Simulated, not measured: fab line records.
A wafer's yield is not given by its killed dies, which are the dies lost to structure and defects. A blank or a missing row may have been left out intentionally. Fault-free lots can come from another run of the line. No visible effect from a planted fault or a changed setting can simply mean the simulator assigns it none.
A struck lot beside a sound one :: flow n5Finfet :: 23 out of 1938 route steps
Sound: wafers L558.4, L558.5, L558.6. Struck: wafers L576.1, L576.4. (L576.2 of the same lot was not struck and is left out.) The cause comes at the end.
Order at every step that has rows: each side's tool, ch and its chambers, its first start. Under that, the readings that differ: sound wafers :: struck wafers :: difference of the means :: sigmas: that difference in standard deviations of wafers without a fault.
alike: words and numbers the same on both sides, and readings whose means are apart by under 2 such deviations; not compared: readings that were withheld, readings missing a value for some wafer, numbers with overlapping values and no deviation given by the record, and bounds like >300 which may hide the same value.
A row with sigmas, a row that says differs or no value, or rows on one side alone: a step with any of these is where the two part. Non-overlapping numbers with no deviation appear without sigmas and do not part them. Lack of a reading on every wafer of one side parts them only where that side has two or more wafers.

first, 3 steps without rows for these wafers: N5_PMOS_HMC_CHANNEL_EPI_EXPOSE_06 (exposes mask PMOS HMC BLK, target cd 240 nm); N5_PMOS_HMC_CHANNEL_EPI_PEB_07 (peb time 60 s); N5_PMOS_HMC_CHANNEL_EPI_DEVELOP_08 (develop time 30 s).
N5_PMOS_HMC_CHANNEL_EPI_CD_MEAS_09 targets a cd of 237.4 nm.
  sound on cdSem-01 ch 0, day 1 23:46; struck on cdSem-02 ch 0, day 6 11:39
  alike: cdNm
N5_PMOS_HMC_CHANNEL_EPI_OVL_MEAS_10:
  sound on overlay-02 ch 0, day 1 23:47; struck on overlay-02 ch 0, day 6 11:41
  alike: PMOS_HMC_BLK_OVL
N5_PMOS_HMC_CHANNEL_EPI_INSPECT_11: inspects for defects (macro).
  struck on defectInspect-01, day 6 11:42; sound on defectInspect-02, day 1 23:49
reading: rawDefectCount
sound: 4 5 7
struck: 1 2
difference: -4
sigmas: -3
N5_PMOS_HMC_CHANNEL_EPI_DESCUM_14: chemistry O2, time 7.9 s.
  sound on rieDiel-05 ch 1,2, day 2 00:08; struck on rieDiel-04 ch 2,3, day 6 11:44
  alike: drypumpMotorCurrentA, oesProductAu, rfVppV, showerheadPlenumPTorr, throttleValvePct
  not compared: rfHoursCounterH
N5_PMOS_HMC_CHANNEL_EPI_ETCH_32: etches BARC in N2/H2, stops on SiO2, target depth 85.8 nm, time 50.3 s.
  sound on rieDiel-05 ch 1,2, day 2 00:10; struck on rieDiel-04 ch 2,3, day 6 11:46
  alike: biasW, drypumpMotorCurrentA, oesProductAu, rfVppV, showerheadPlenumPTorr, throttleValvePct
  not compared: rfHoursCounterH
N5_PMOS_HMC_CHANNEL_EPI_HM_OPEN_15: chemistry CHF3/O2, target SiO2, target depth 40.6 nm, time 20.3 s.
  sound on rieDiel-05 ch 1,2, day 2 00:12; struck on rieDiel-04 ch 2,3, day 6 11:49
  alike: biasW, drypumpMotorCurrentA, oesProductAu, rfVppV, showerheadPlenumPTorr, throttleValvePct
  not compared: rfHoursCounterH
then, 2 steps without rows for these wafers: N5_PMOS_HMC_CHANNEL_EPI_STRIP_33 (strips in N2/H2); N5_PMOS_HMC_CHANNEL_EPI_STRIP_17 (strips in SPM, time 750 s).
N5_PMOS_HMC_CHANNEL_EPI_ETCH_38: etches SiO2 in CF4, target depth 1.5 nm.
  sound on rieSi-06 ch 0,1,2, day 2 00:35; struck on rieSi-05 ch 0,2, day 6 12:10
  alike: biasW, cf4FlowSccm, drypumpMotorCurrentA, oesProductAu, throttleValvePct
  not compared: rfHoursCounterH
N5_PMOS_HMC_CHANNEL_EPI_FIN_RECESS_16: chemistry HBr/Cl2, target Si, target depth 54 nm, time 18 s.
  sound on rieSi-06 ch 0,1,2, day 2 00:38; struck on rieSi-05 ch 0,2, day 6 12:11
reading: biasW (W)
sound: 74.48 74.95 74.94
struck: - -
difference: no value on the struck wafers
sigmas: 

reading: oesProductAu (a.u.)
sound: 0.971 1.002 0.980
struck: 1.012 1.028
difference: +0.036
sigmas: +2

reading: throttleValvePct (%)
sound: 35.6 36.1 35.8
struck: 34.8 34.9
difference: -1.0
sigmas: -2

reading: model.etch.depthNm (nm)
sound: 52.17 53.91 51.68
struck: 42.8 44.05
difference: -9.2
sigmas: 

reading: model.PMOS_HMC_CHANNEL_EPI.featureDepthNm (nm)
sound: 52.17 53.91 51.68
struck: 42.8 44.05
difference: -9.2
sigmas: 
  alike: drypumpMotorCurrentA
  not compared: rfHoursCounterH, model.SiO2_of_PMOS_HMC_CHANNEL_EPI_HM_DEP_34.thkNm
then, 1 step without rows for these wafers: N5_PMOS_HMC_CHANNEL_EPI_PRECLEAN_36 (cleans in O3/DIW, time 45 s).
N5_PMOS_HMC_CHANNEL_EPI_PRECLEAN_18: cleans in DHF, time 30 s.
  sound on wetBench-04 ch 2,3,4, day 2 00:43; struck on wetBench-06 ch 6,7, day 6 12:19
  not compared: model.SiO2_of_PMOS_HMC_CHANNEL_EPI_HM_DEP_34.thkNm
then, 4 steps without rows for these wafers: N5_PMOS_HMC_CHANNEL_EPI_SRD_19 (time 30 s); N5_PMOS_HMC_CHANNEL_EPI_EPI_20 (deposits SiGe30, target thk 59 nm); N5_PMOS_HMC_CHANNEL_EPI_HM_STRIP_35 (strips SiO2 in dHF, material SiO2, target depth 39.6 nm, time 216 s); N5_PMOS_HMC_CHANNEL_EPI_SRD_39 (time 30 s).
N5_PMOS_HMC_CHANNEL_EPI_CMP_21: polishes SiGe30, target thk 54 nm.
  sound on cmp-01 ch 1,2, day 2 02:09; struck on cmp-03 ch 1,2, day 6 13:45
  alike: edgeZonePressureFrac, motorCurrentA
N5_PMOS_HMC_CHANNEL_EPI_THK_MEAS_22:
  struck on filmMetro-01, day 6 14:00; sound on filmMetro-01, day 2 02:25
reading: HMC_CMP_THK (nm)
sound: 52.3 53.8 51.8
struck: 42.6 43.9
difference: -9.4
sigmas: -9
then, 1 step without rows for these wafers: N5_PMOS_HMC_CHANNEL_EPI_PRECLEAN_40 (cleans in DHF, time 30 s).
-- a jump in the record: the struck wafers' starts before and after are 10 days apart (it breaks off in module PMOS_HMC_CHANNEL_EPI and resumes in module PASSIVATION, where the first step shown is number 1936 of the route) --
N5_PASSIVATION_PROBE_49:
  struck on prober-02, day 17 00:43; sound on prober-01, day 12 12:10
reading: killedAtFrontEnd
sound: 69 43 61
struck: 38 32
difference: -23
sigmas: -2
  alike: killed_at_M0_to_M3, killed_at_M4_up, killedAtContacts, killedAtOther, killedDies, killedOpen, killedShort

## WHERE THEY PART
Last at N5_PASSIVATION_PROBE_49 as far as this record goes, first at N5_PMOS_HMC_CHANNEL_EPI_INSPECT_11.

WHY: whatever the simulator had introduced
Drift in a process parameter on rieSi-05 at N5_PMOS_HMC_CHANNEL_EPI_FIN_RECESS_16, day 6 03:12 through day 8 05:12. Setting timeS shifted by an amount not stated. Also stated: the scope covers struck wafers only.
